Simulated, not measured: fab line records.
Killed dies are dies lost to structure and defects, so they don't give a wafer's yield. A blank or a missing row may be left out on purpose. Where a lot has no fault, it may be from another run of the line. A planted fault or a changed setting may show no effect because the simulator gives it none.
The tool behind it: which one? | flow n5-finfet | Sampling: 8 lots, 24 wafers, 8 of 1938 route steps

## WHAT THE GAUGES READ, wafer by wafer
N5_PMOS_HMC_CHANNEL_EPI_INSPECT_30: inspects for defects (darkfield).
lot  | measured    | on                | raw-defect-count
L190 | day 1 20:20 | defect-inspect-02 | 25 20 19
L191 | day 2 01:47 | defect-inspect-02 | 19 15 26
L196 | day 3 08:37 | defect-inspect-01 | 25 946 16
L202 | day 4 20:30 | defect-inspect-02 | 12 13 19
L210 | day 6 22:30 | defect-inspect-02 | 17 17 14
L211 | day 7 03:29 | defect-inspect-01 | 10 15 30
L212 | day 7 09:23 | defect-inspect-02 | 28 16 18
L213 | day 7 14:49 | defect-inspect-02 | 11 21 15

N5_FIN_SAQP_THK_MEAS_07.
lot  | measured    | on            | thk-nm (nm)
L190 | day 1 21:10 | film-metro-02 | 59.3 60.7 62.0
L191 | day 2 02:37 | film-metro-01 | 60.5 61.6 60.4
L196 | day 3 09:29 | film-metro-02 | 60.7 59.5 60.9
L202 | day 4 21:33 | film-metro-02 | 58.7 60.0 60.9
L210 | day 6 23:20 | film-metro-02 | 58.9 59.7 59.8
L211 | day 7 05:13 | film-metro-02 | 58.4 60.1 59.3
L212 | day 7 10:42 | film-metro-01 | 59.2 58.5 61.4
L213 | day 7 15:43 | film-metro-02 | 59.1 58.7 59.6

N5_FIN_SAQP_INSPECT_18: inspects for defects (brightfield).
lot  | measured    | on                | raw-defect-count
L190 | day 1 21:43 | defect-inspect-01 | 411 280 324
L191 | day 2 03:12 | defect-inspect-01 | 475 357 683
L196 | day 3 10:02 | defect-inspect-02 | 434 1367 440
L202 | day 4 21:58 | defect-inspect-02 | 293 338 262
L210 | day 6 23:53 | defect-inspect-01 | 765 561 652
L211 | day 7 05:38 | defect-inspect-02 | 483 702 521
L212 | day 7 11:07 | defect-inspect-02 | 555 429 418
L213 | day 7 16:08 | defect-inspect-02 | 317 346 553

N5_FIN_SAQP_INSPECT_40: inspects for defects (brightfield).
lot  | measured    | on                | raw-defect-count
L190 | day 2 01:58 | defect-inspect-01 | 187 206 156
L191 | day 2 07:28 | defect-inspect-01 | 257 170 170
L196 | day 3 15:43 | defect-inspect-01 | 177 1169 245
L202 | day 5 03:03 | defect-inspect-02 | 138 188 150
L210 | day 7 05:11 | defect-inspect-02 | 231 223 306
L211 | day 7 10:53 | defect-inspect-02 | 113 174 200
L212 | day 7 15:53 | defect-inspect-02 | 223 367 258
L213 | day 7 22:03 | defect-inspect-02 | 232 195 212

N5_BEOL_M4_RC_MEAS_101.
lot  | measured     | on        | DIBL_N (mV/V)  | DIBL_P (mV/V) | IOFF_N (nA/um) | IOFF_P (nA/um) | ION_N (uA/um) | ION_P (uA/um) | SS_N (mV/dec)  | SS_P (mV/dec)  | VT_N (mV)   | VT_P (mV)
L190 | day 7 19:21  | prober-02 | 34.1 37.8 39.7 | 36 37 40      | 0.12 0.18 0.23 | 0.20 0.22 0.27 | 659 678 679   | 459 466 459   | 70.6 72.3 72.7 | 72.8 73.5 74.2 | 254 251 248 | -249 -250 -245
L191 | day 8 02:04  | prober-02 | 37.3 37.3 37.4 | 38 40 38      | 0.18 0.19 0.18 | 0.23 0.27 0.22 | 677 675 676   | 459 465 460   | 72.0 72.5 72.6 | 73.5 74.2 73.8 | 250 248 255 | -250 -248 -252
L196 | day 9 23:35  | prober-01 | 33.7 37.1 41.1 | 34 39 44      | 0.12 0.18 0.31 | 0.17 0.23 0.34 | 662 677 705   | 453 464 477   | 71.2 71.8 73.1 | 72.9 73.8 75.8 | 255 249 244 | -252 -246 -245
L202 | day 11 13:14 | prober-02 | 35.6 34.5 37.2 | 35 34 38      | 0.15 0.14 0.18 | 0.17 0.17 0.22 | 660 672 678   | 448 453 450   | 71.4 71.0 71.9 | 73.2 72.5 73.9 | 250 248 246 | -255 -255 -250
L210 | day 13 22:40 | prober-02 | 40.5 38.6 39.9 | 38 36 38      | 0.23 0.17 0.21 | 0.26 0.22 0.25 | 684 662 687   | 465 460 466   | 72.7 73.0 71.8 | 73.8 73.4 74.0 | 246 250 250 | -249 -249 -248
L211 | day 13 22:26 | prober-01 | 38.6 39.0 39.9 | 42 39 41      | 0.21 0.20 0.23 | 0.29 0.23 0.26 | 685 676 687   | 475 455 466   | 72.0 71.8 72.2 | 74.4 74.7 74.6 | 247 247 245 | -249 -251 -249
L212 | day 14 00:07 | prober-02 | 37.5 34.7 37.5 | 39 35 40      | 0.18 0.13 0.19 | 0.22 0.17 0.26 | 679 673 677   | 466 459 463   | 72.5 71.5 72.1 | 73.7 73.4 74.5 | 251 254 248 | -252 -252 -249
L213 | day 14 05:08 | prober-02 | 36.5 36.5 36.0 | 37 39 37      | 0.18 0.19 0.15 | 0.22 0.27 0.20 | 681 690 677   | 462 476 461   | 72.6 72.7 72.3 | 73.0 74.0 73.7 | 250 247 253 | -249 -247 -253

## WHAT TOOL EACH LOT RAN ON (gives the tool, then ch and the chambers of the sampled wafers, and finally the start)
lot  | N5_PMOS_HMC_CHANNEL_EPI_DESCUM_14 | N5_PMOS_HMC_CHANNEL_EPI_HM_OPEN_15 | N5_PMOS_HMC_CHANNEL_EPI_PRECLEAN_40
L190 | rie-diel-04 ch 1,2,3, day 1 17:26 | rie-diel-04 ch 1,2,3, day 1 17:31  | wet-bench-03 ch 1,3,4, day 1 19:53
L191 | rie-diel-06 ch 0,1,2, day 1 23:02 | rie-diel-06 ch 0,1,2, day 1 23:07  | wet-bench-04 ch 2,5,7, day 2 01:20
L196 | rie-diel-02 ch 0,1, day 3 05:53   | rie-diel-02 ch 0,1, day 3 05:57    | wet-bench-04 ch 4,5,7, day 3 08:10
L202 | rie-diel-04 ch 1,2,3, day 4 17:40 | rie-diel-04 ch 1,2,3, day 4 17:44  | wet-bench-02 ch 2,4,6, day 4 19:57
L210 | rie-diel-02 ch 0,1,3, day 6 19:19 | rie-diel-02 ch 0,1,3, day 6 19:23  | wet-bench-04 ch 0,5,7, day 6 22:00
L211 | rie-diel-06 ch 1,2, day 7 00:04   | rie-diel-06 ch 1,2, day 7 00:08    | wet-bench-04 ch 4,6,7, day 7 02:45
L212 | rie-diel-04 ch 0,1,2, day 7 05:29 | rie-diel-04 ch 0,1,2, day 7 05:33  | wet-bench-03 ch 3,4,5, day 7 08:56
L213 | rie-diel-04 ch 0,2,3, day 7 12:05 | rie-diel-04 ch 0,2,3, day 7 12:10  | wet-bench-02 ch 0,6,7, day 7 14:22
- N5_PMOS_HMC_CHANNEL_EPI_DESCUM_14: chemistry O2, time 7.9 s.
- N5_PMOS_HMC_CHANNEL_EPI_HM_OPEN_15: chemistry CHF3/O2, target SiO2, target depth 40.6 nm, time 20.3 s.
- N5_PMOS_HMC_CHANNEL_EPI_PRECLEAN_40: cleans in DHF, time 30 s.

## AS READ BY THE TOOLS THEMSELVES (means over the sampled wafers that have a number; for cases with no such wafer, the mark the record gives instead)
N5_PMOS_HMC_CHANNEL_EPI_DESCUM_14.
lot  | tool        | drypump-motor-current-A (A) | oes-product-au (a.u.) | rf-vpp-V (V) | showerhead-plenum-p-Torr (Torr) | throttle-valve-pct (%)
L190 | rie-diel-04 | 5.4                         | 0.74                  | 242.4        | 2.10                            | 20.49
L191 | rie-diel-06 | 5.7                         | 0.84                  | 244.2        | 2.12                            | 20.45
L196 | rie-diel-02 | 5.2                         | 0.73                  | 242.8        | 2.10                            | 20.75
L202 | rie-diel-04 | 5.4                         | 0.73                  | 243.6        | 2.10                            | 20.53
L210 | rie-diel-02 | 5.5                         | 0.77                  | 243.8        | 2.14                            | 20.75
L211 | rie-diel-06 | 5.9                         | 0.81                  | 243.2        | 2.09                            | 20.48
L212 | rie-diel-04 | 5.4                         | 0.75                  | 242.8        | 2.05                            | 20.52
L213 | rie-diel-04 | 5.6                         | 0.77                  | 242.7        | 2.09                            | 20.50

N5_PMOS_HMC_CHANNEL_EPI_HM_OPEN_15.
lot  | tool        | drypump-motor-current-A (A) | mfc-ar-sccm (sccm) | oes-product-au (a.u.) | rf-vpp-V (V) | showerhead-plenum-p-Torr (Torr) | throttle-valve-pct (%)
L190 | rie-diel-04 | 5.4                         | 201.0              | 0.74                  | 529          | 2.41                            | 18.93
L191 | rie-diel-06 | 5.7                         | 200.2              | 0.85                  | 526          | 2.44                            | 18.87
L196 | rie-diel-02 | 5.2                         | 199.5              | 0.72                  | 545          | 2.42                            | 19.15
L202 | rie-diel-04 | 5.4                         | 200.2              | 0.73                  | 528          | 2.40                            | 18.96
L210 | rie-diel-02 | 5.5                         | 200.0              | 0.77                  | 540          | 2.44                            | 19.08
L211 | rie-diel-06 | 5.9                         | 199.5              | 0.82                  | 531          | 2.38                            | 18.84
L212 | rie-diel-04 | 5.5                         | 200.1              | 0.76                  | 536          | 2.35                            | 18.91
L213 | rie-diel-04 | 5.6                         | 200.1              | 0.78                  | 524          | 2.39                            | 18.88

## THE ANSWER, worked out from the rows above alone
Rule: what is usual is taken from the lots themselves. Put in order of their means at a reading, lots are off if they are a third of the lots or fewer, leave a main group of 4 or more, and stand apart from it by a gap of 3 or more times the standard deviation of the main group's means; of several such gaps the widest counts. If all means in a main group match to the digits the tables above print for the reading, that group is not used. A lot without any number at a reading at which 4 lots or more have one is off too. Any other lot the step has rows for is counted as sound. Order of review: gauges by route order, followed by the tools' own readings, for which a lot's mean as printed above is used. The first step at which some lot is off is used, and at that step the reading that is off furthest; a lot without a number counts as furthest.
Off, at N5_PMOS_HMC_CHANNEL_EPI_INSPECT_30 on raw-defect-count: L196. Mean 18 and standard deviation 2.5 in the main group.
If a tool, at a process step before that reading, ran all the lots that are off and no sound lot after the first of them, it fits. The gauges at N5_PMOS_HMC_CHANNEL_EPI_INSPECT_30 aren't tried: what is off there is off at N5_PMOS_HMC_CHANNEL_EPI_DESCUM_14 too, on other tools, and a gauge's error can't cause that. None of those tried fits.

## WHAT THE SIMULATOR HAD PUT IN
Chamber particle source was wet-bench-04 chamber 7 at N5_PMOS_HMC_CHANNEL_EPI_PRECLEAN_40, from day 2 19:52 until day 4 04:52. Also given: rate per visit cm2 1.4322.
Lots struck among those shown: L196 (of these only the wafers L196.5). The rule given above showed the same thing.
